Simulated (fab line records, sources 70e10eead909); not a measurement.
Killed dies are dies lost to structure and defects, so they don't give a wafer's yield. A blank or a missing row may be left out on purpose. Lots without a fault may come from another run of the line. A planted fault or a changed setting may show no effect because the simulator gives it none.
Chamber matching | flow nand_harc | NHARC_A_WL_FILL_ALD_10 on ald_hk-04: 4 sister chambers
The step deposits SiO2, target thk 50 nm, pulse time 10 s, ald cycles 500. 8 wafers are shown with their chamber, then 12 later ones without.

WAFERS WITH THEIR CHAMBER
wafer  | chamber | heater_power_outer_w (W) | heater_power_w (W)
L080.1 | 3       | 288                      | 485
L083.4 | 2       | 241                      | 432
L087.6 | 2       | 247                      | 430
L085.5 | 1       | 253                      | 451
L085.6 | 0       | 226                      | 421
L093.1 | 1       | 244                      | 440
L093.2 | 3       | 280                      | 499
L093.3 | 0       | 222                      | 425

WAFERS WITHOUT THEIR CHAMBER
wafer  | heater_power_outer_w (W) | heater_power_w (W)
L095.2 | 244                      | 458
L095.4 | 288                      | 492
L095.6 | 240                      | 461
L089.1 | 282                      | 499
L089.3 | 256                      | 444
L089.6 | 289                      | 496
L094.1 | 222                      | 425
L094.4 | 254                      | 454
L094.6 | 291                      | 496
L096.3 | 229                      | 419
L096.2 | 242                      | 444
L096.5 | 283                      | 501

WHICH CHAMBER EACH WENT THROUGH
wafer  | from the rows above     | in truth
L095.2 | 1                       | 1
L095.4 | 3                       | 3
L095.6 | can't be placed: 1 or 2 | 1
L089.1 | 3                       | 3
L089.3 | can't be placed: 1 or 2 | 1
L089.6 | 3                       | 3
L094.1 | 0                       | 0
L094.4 | 1                       | 1
L094.6 | 3                       | 3
L096.3 | 0                       | 0
L096.2 | can't be placed: 1 or 2 | 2
L096.5 | 3                       | 3
Placed correctly: 9 of 12. Can't be placed from these rows: 3 (the true chamber is among the candidates in 3). Placed wrongly: 0.
How it was worked out, from the rows above alone: a wafer's distance from a chamber is the root of the sum, over the readings, of the square of ((its reading less the chamber's mean) divided by the reading's scatter). The wafer belongs to the nearest chamber; if the next one is less than 2 further off, it can't be placed. A chamber's mean is the mean of its shown wafers. The scatter: the root of (the sum of the squares of (reading less its chamber's mean) over the shown wafers, divided by (wafers less chambers)).
